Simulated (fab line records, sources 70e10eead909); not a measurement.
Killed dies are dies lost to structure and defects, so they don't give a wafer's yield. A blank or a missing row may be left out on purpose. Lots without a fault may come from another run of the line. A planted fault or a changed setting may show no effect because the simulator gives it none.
Tool commonality check | flow nand_harc | 12 lots, 36 wafers sampled

WHY IT WAS OPENED
At NHARC_P_GATE_CD_MEAS_59 the reading cd_nm is flagged on 1 of 12 lots. Wafers without a fault read 719.3 nm, standard deviation 2.9.
Rule: a lot is flagged when every wafer of it that has a number lies more than 4 standard deviations from that mean, or none has a number. The other lots count as sound.

lot  | measured     | on        | cd_nm (nm), wafer by wafer | flag
L229 | day 5 05:41  | cd_sem-02 | 723.5 722.1 725.9          |
L230 | day 5 06:11  | cd_sem-03 | 717.5 720.4 717.6          |
L231 | day 5 18:23  | cd_sem-03 | 721.9 723.6 719.0          |
L232 | day 5 20:31  | cd_sem-02 | 703.3 702.7 706.1          | FLAGGED
L235 | day 6 23:10  | cd_sem-02 | 723.5 722.2 722.4          |
L238 | day 7 11:35  | cd_sem-03 | 715.4 714.2 717.7          |
L243 | day 8 14:27  | cd_sem-03 | 723.1 722.0 720.9          |
L241 | day 8 20:15  | cd_sem-02 | 721.7 720.2 716.9          |
L245 | day 9 07:43  | cd_sem-02 | 725.7 722.4 720.5          |
L246 | day 9 12:13  | cd_sem-03 | 715.6 714.8 715.2          |
L249 | day 10 04:38 | cd_sem-02 | 720.5 718.0 717.9          |
L250 | day 10 15:47 | cd_sem-03 | 721.7 725.4 721.5          |
The numbers of the flagged lots are 704.0 nm on average: -15.3 nm against the usual, or -5 standard deviations.

WHICH TOOL RAN EACH LOT
The record holds 3 process steps before the reading, out of a route of 1159 steps. In each cell: the tool, then ch and the chambers that the sampled wafers went through, then the start.
lot  | flag    | NHARC_P_GATE_HM_OPEN_105                      | NHARC_P_GATE_STRIP_108            | NHARC_P_GATE_EXPOSE_56
L229 |         | rie_diel-03 ch 0,2,3, day 4 16:48 or earlier  | rie_diel-10 ch 0,2,3, day 4 16:48 | krf_scanner-03 ch 0, day 5 05:32
L230 |         | rie_diel-03 ch 0,2,3, day 4 17:04 or earlier  | rie_diel-10 ch 0,2,3, day 4 17:04 | krf_scanner-02 ch 0, day 5 06:01
L231 |         | rie_diel-10 ch 1,2, day 5 05:34 or earlier    | rie_diel-11 ch 0,2, day 5 05:34   | krf_scanner-04 ch 0, day 5 18:14
L232 | FLAGGED | rie_diel-10 ch 0,1,3, day 5 05:16 or earlier  | rie_diel-11 ch 1,2, day 5 05:16   | krf_scanner-02 ch 0, day 5 20:22
L235 |         | rie_diel-03 ch 2,3, day 6 10:04 or earlier    | rie_diel-11 ch 0,1,2, day 6 10:04 | krf_scanner-02 ch 0, day 6 23:00
L238 |         | rie_diel-03 ch 0,1, day 6 22:38 or earlier    | rie_diel-03 ch 0,2,3, day 6 22:38 | krf_scanner-02 ch 0, day 7 11:26
L243 |         | rie_diel-11 ch 1,2,3, day 8 01:45 or earlier  | rie_diel-11 ch 1,3, day 8 01:45   | krf_scanner-02 ch 0, day 8 14:17
L241 |         | rie_diel-03 ch 1,2,3, day 8 02:12 or earlier  | rie_diel-11 ch 0,2,3, day 8 02:12 | krf_scanner-04 ch 0, day 8 20:06
L245 |         | rie_diel-03 ch 2,3, day 8 17:22 or earlier    | rie_diel-11 ch 2,3, day 8 17:22   | krf_scanner-03 ch 0, day 9 07:34
L246 |         | rie_diel-10 ch 0,1, day 8 23:16 or earlier    | rie_diel-03 ch 0,1,3, day 8 23:16 | krf_scanner-02 ch 0, day 9 12:04
L249 |         | rie_diel-03 ch 1,2,3, day 9 15:49 or earlier  | rie_diel-10 ch 1,2, day 9 15:49   | krf_scanner-04 ch 0, day 10 04:29
L250 |         | rie_diel-11 ch 0,1,3, day 10 02:38 or earlier | rie_diel-10 ch 0,3, day 10 02:38  | krf_scanner-04 ch 0, day 10 15:38
What these steps do:
- NHARC_P_GATE_HM_OPEN_105: chemistry O2/COS, target depth 360 nm.
- NHARC_P_GATE_STRIP_108: strips in O2.
- NHARC_P_GATE_EXPOSE_56: exposes mask P PSD, target cd 720 nm.
- NHARC_P_GATE_CD_MEAS_59: target cd 720 nm.

FLAGGED OVER TOTAL, TOOL BY TOOL (the gauges that took the reading come last)
step                     | tool           | lots run | flagged | share of the flagged lots | sound lots run after its first flagged lot
NHARC_P_GATE_HM_OPEN_105 | rie_diel-03    | 7        | 0       | none                      | -
NHARC_P_GATE_HM_OPEN_105 | rie_diel-10    | 3        | 1       | all                       | 2 (L231,L246)
NHARC_P_GATE_HM_OPEN_105 | rie_diel-11    | 2        | 0       | none                      | -
NHARC_P_GATE_STRIP_108   | rie_diel-03    | 2        | 0       | none                      | -
NHARC_P_GATE_STRIP_108   | rie_diel-10    | 4        | 0       | none                      | -
NHARC_P_GATE_STRIP_108   | rie_diel-11    | 6        | 1       | all                       | 5 (L231,L235,L243,L241,L245)
NHARC_P_GATE_EXPOSE_56   | krf_scanner-02 | 6        | 1       | all                       | 4 (L235,L238,L243,L246)
NHARC_P_GATE_EXPOSE_56   | krf_scanner-03 | 2        | 0       | none                      | -
NHARC_P_GATE_EXPOSE_56   | krf_scanner-04 | 4        | 0       | none                      | -
NHARC_P_GATE_CD_MEAS_59  | cd_sem-02      | 6        | 1       | all                       | 4 (L235,L241,L245,L249)
NHARC_P_GATE_CD_MEAS_59  | cd_sem-03      | 6        | 0       | none                      | -
NHARC_P_GATE_HM_OPEN_105 gives no start for some lots, so the hours and the order of its lots are those of NHARC_P_GATE_STRIP_108.

WHAT THE TABLE ALLOWS
4 rows of the table ran every flagged lot: rie_diel-10 at NHARC_P_GATE_HM_OPEN_105, rie_diel-11 at NHARC_P_GATE_STRIP_108, krf_scanner-02 at NHARC_P_GATE_EXPOSE_56, cd_sem-02 at NHARC_P_GATE_CD_MEAS_59.
- rie_diel-10 at NHARC_P_GATE_HM_OPEN_105: 1 of its 3 lots flagged. Sound lots ran on it after the first flagged one (L231, L246), which a lasting fault on the whole tool wouldn't allow.
- rie_diel-11 at NHARC_P_GATE_STRIP_108: 1 of its 6 lots flagged. Sound lots ran on it after the first flagged one (L231, L235, L243, L241, L245), which a lasting fault on the whole tool wouldn't allow.
- krf_scanner-02 at NHARC_P_GATE_EXPOSE_56: 1 of its 6 lots flagged. Sound lots ran on it after the first flagged one (L235, L238, L243, L246), which a lasting fault on the whole tool wouldn't allow.
- cd_sem-02 at NHARC_P_GATE_CD_MEAS_59: 1 of its 6 lots flagged. Sound lots ran on it after the first flagged one (L235, L241, L245, L249), which a lasting fault on the whole tool wouldn't allow.
No row of the table ran every flagged lot and no sound lot after the first.

WHAT THE SIMULATOR HAD PUT IN
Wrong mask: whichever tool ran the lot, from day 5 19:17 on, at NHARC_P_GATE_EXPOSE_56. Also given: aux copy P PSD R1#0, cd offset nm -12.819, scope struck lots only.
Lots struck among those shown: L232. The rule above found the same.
